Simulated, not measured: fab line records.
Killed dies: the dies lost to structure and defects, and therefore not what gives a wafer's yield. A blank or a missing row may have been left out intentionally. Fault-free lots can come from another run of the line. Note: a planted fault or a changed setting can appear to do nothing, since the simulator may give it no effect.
Which tool is to blame? :: flow n5 finfet :: 12 lots, 36 wafers sampled, at 1 step of a route of 1938

WHAT THE GAUGES SHOWED, per wafer
N5_BEOL_M12_CD_MEAS_17: the cd target is 140 nm.
lot: L075
measured: day 10 13:04
on: cd sem-03
cd nm (nm): 142.5 143.1 141.0

lot: L077
measured: day 11 10:41
on: cd sem-03
cd nm (nm): 139.0 140.4 139.8

lot: L079
measured: day 12 03:33
on: cd sem-03
cd nm (nm): 139.3 140.7 139.3

lot: L081
measured: day 12 17:47
on: cd sem-01
cd nm (nm): 141.5 139.5 140.5

lot: L083
measured: day 13 01:44
on: cd sem-03
cd nm (nm): 140.5 141.5 141.2

lot: L084
measured: day 13 09:29
on: cd sem-03
cd nm (nm): 139.4 140.2 141.3

lot: L087
measured: day 13 16:50
on: cd sem-03
cd nm (nm): 140.7 140.9 139.7

lot: L089
measured: day 14 07:52
on: cd sem-01
cd nm (nm): 140.6 141.9 140.8

lot: L092
measured: day 14 19:51
on: cd sem-02
cd nm (nm): 139.4 139.2 140.3

lot: L094
measured: day 15 18:55
on: cd sem-02
cd nm (nm): 139.7 143.4 143.3

lot: L097
measured: day 16 02:22
on: cd sem-03
cd nm (nm): 140.6 142.4 143.1

lot: L093
measured: day 16 02:53
on: cd sem-03
cd nm (nm): 141.5 141.3 142.2

TOOL THAT RAN EACH LOT (tool first, then ch and the chambers of the sampled wafers, then the start)
Record: no process step prior to these readings.

THE ANSWER, worked out from the rows above alone
Rule: the lots themselves supply what counts as usual. Put in order of their means at a reading, lots are off if they are a third of the lots or fewer, leave a main group of 4 or more, and stand apart from it by a gap of 3 or more times the standard deviation of the main group's means; of several such gaps the widest counts. The tables above print the reading to a certain number of digits; a main group whose means all agree to those digits is not used. Also off: a lot with no number at a reading for which 4 or more lots have one. The other lots that the step has rows for count as sound.
No lot is off at any reading shown: from this, nothing can be told.

WHAT THE SIMULATOR HAD INSERTED
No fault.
